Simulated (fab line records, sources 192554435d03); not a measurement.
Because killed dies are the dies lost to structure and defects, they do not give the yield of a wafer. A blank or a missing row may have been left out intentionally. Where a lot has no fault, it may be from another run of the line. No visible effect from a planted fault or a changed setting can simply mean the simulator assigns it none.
Lot-split experiment    flow n5Finfet    7 lots, 21 wafers read, on a route of 1938 steps

THE SPLIT
At N5_BEOL_M4_PECVD_72 (deposits SiO2 from TEOS/O2, target thk 16 nm, time 18 s), the setting timeS was moved away from the recipe's 18 s on 11 of the 21 wafers read, by -9.3% to +14.1%. The other wafers ran this setting at the recipe's value.

The reading comes from the split's own step.

THE READING
SiO2_of_BEOL_M4_PECVD_72.thkNm (the simulator's own value, which no gauge read), in nm, at N5_BEOL_M4_PECVD_72 (deposits SiO2 from TEOS/O2, target thk 16 nm, time 18 s). There is no usual value for it anywhere in the file. Average 16.0 nm, standard deviation 0.17 nm, over the 10 wafers here run with the recipe.

wafer   tool, chamber at the split  timeS as run, s  against the recipe  SiO2_of_BEOL_M4_PECVD_72.thkNm, nm  against lot-mates on the recipe
L080.1  pecvd-02, 1,2               16.32            -9.3%               14.6                                -1.4
L080.3  pecvd-02, 1,2               16.32            -9.3%               14.6                                -1.4
L080.6  pecvd-02, 2                 18               recipe              16                                  -
L082.2  pecvd-03, 1                 16.49            -8.4%               14.8                                no lot-mate on the recipe
L082.4  pecvd-03, 1                 16.49            -8.4%               14.8                                no lot-mate on the recipe
L082.6  pecvd-03, 0                 16.49            -8.4%               15                                  no lot-mate on the recipe
L083.2  pecvd-02, 1                 18               recipe              16                                  -
L083.3  pecvd-02, 2                 18.7             +3.9%               16.4                                +0.3
L083.5  pecvd-02, 0                 18               recipe              16.2                                -
L084.3  pecvd-03, 0                 18               recipe              16                                  -
L084.4  pecvd-03, 2                 18               recipe              16.2                                -
L084.5  pecvd-03, 0                 20.54            +14.1%              18.4                                +2.3
L088.1  pecvd-02, 2                 18               recipe              16                                  -
L088.3  pecvd-02, 0                 19.37            +7.6%               17                                  +1.0
L088.5  pecvd-02, 0                 19.37            +7.6%               17.4                                +1.4
L097.1  pecvd-04, 2                 18               recipe              15.8                                -
L097.4  pecvd-04, 1                 19.63            +9.1%               17.2                                +1.4
L097.6  pecvd-04, 0                 19.63            +9.1%               17.6                                +1.8
L096.1  pecvd-04, 1                 18               recipe              15.6                                -
L096.2  pecvd-04, 0                 18               recipe              15.8                                -
L096.5  pecvd-04, 0                 18               recipe              16                                  -
Where a row lists several chambers, the file gives one row for several wafers and doesn't say which wafer went through which chamber.

THE FIT
A straight line over all 21 wafers: SiO2_of_BEOL_M4_PECVD_72.thkNm changes by +0.152 nm for each +1% of timeS; r = +0.98; the points scatter about the line by 0.19 nm.
The same after taking each lot's own level away (the mean of its wafers on the recipe; 18 wafers): +0.16 nm for each +1%; r = +0.99; scatter 0.17 nm.
According to that fit, moving timeS by its largest amount changes the reading by 2.3 nm.
The lots' own levels span 15.80 to 16.10 nm, that is 1.7 times the standard deviation above.
Consequently the slope shifts little with the lot-to-lot level, the two slopes agreeing.
Check: +2.25 nm against its lot-mates is what the line predicts for one of the wafers moved furthest among these (+14.1%) when that wafer is left out of the fit. It came out at +2.3 nm against them.

THE OTHER SPLITS THESE WAFERS WENT THROUGH
Before the reading, these wafers also passed through other splits. Each is held against what the fit with the lots' levels taken away leaves over:
other split on the same wafers   wafers away from the commonest value  r with SiO2_of_BEOL_M4_PECVD_72.thkNm (lot level and that fit taken away)
N5_BEOL_M2_DESCUM_33 timeS       10                                    -0.04
N5_BEOL_M2_VIA_ETCH_34 sourceW   9                                     +0.10
N5_BEOL_M2_TRENCH_ETCH_37 biasW  7                                     -0.23

THE FILE'S OWN FIT
SiO2_of_BEOL_M4_PECVD_72.thkNm changes by +0.159 nm for each +1% of timeS, r = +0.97.
